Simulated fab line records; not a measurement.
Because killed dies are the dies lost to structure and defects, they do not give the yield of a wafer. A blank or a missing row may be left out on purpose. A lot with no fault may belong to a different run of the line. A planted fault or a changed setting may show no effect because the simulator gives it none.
Matching of chambers | flow nand-harc | 4 sister chambers for NHARC_P_ZERO_WELL_DESCUM_54 on rie-diel-13
The step chemistry O2, time 3 s. 8 wafers are shown with their chamber, then 7 later ones without.

## EACH WAFER AND ITS CHAMBER
wafer  | chamber | drypump-motor-current-A (A) | showerhead-plenum-p-Torr (Torr)
L606.2 | 0       | 6.4                         | 1.89
L607.3 | 0       | 6.5                         | 1.89
L608.4 | 1       | 6.5                         | 2.00
L608.5 | 3       | 5.7                         | 1.80
L612.4 | 3       | 5.7                         | 1.80
L612.5 | 2       | 4.8                         | 1.87
L616.3 | 1       | 6.6                         | 1.99
L616.4 | 2       | 4.8                         | 1.86

## WAFERS MISSING THEIR CHAMBER
wafer  | drypump-motor-current-A (A) | showerhead-plenum-p-Torr (Torr)
L616.5 | 4.8                         | 1.86
L617.1 | 6.6                         | 1.99
L617.5 | 4.8                         | 1.86
L617.6 | 5.7                         | 1.80
L625.1 | 6.4                         | 1.87
L625.5 | 5.7                         | 1.79
L625.6 | 6.4                         | 1.87

## WHICH CHAMBER EACH WENT THROUGH
wafer  | from the rows above | in truth
L616.5 | 2                   | 2
L617.1 | 1                   | 1
L617.5 | 2                   | 2
L617.6 | 3                   | 3
L625.1 | 0                   | 0
L625.5 | 3                   | 3
L625.6 | 0                   | 0
Placed correctly: 7 of 7. Not placeable from these rows: 0. Number placed wrongly: 0.
How it was worked out, from the rows above alone: a wafer's distance from a chamber is the root of the sum, over the readings, of the square of ((its reading less the chamber's mean) divided by the reading's scatter). If the next closest chamber is less than 2 further off than the closest, the wafer can't be placed; otherwise it belongs to the closest. A chamber's mean is the mean of its shown wafers. How the scatter is found: for the shown wafers, subtract from each reading the mean of its chamber, square and add these, divide the total by (wafers less chambers), then take the root.
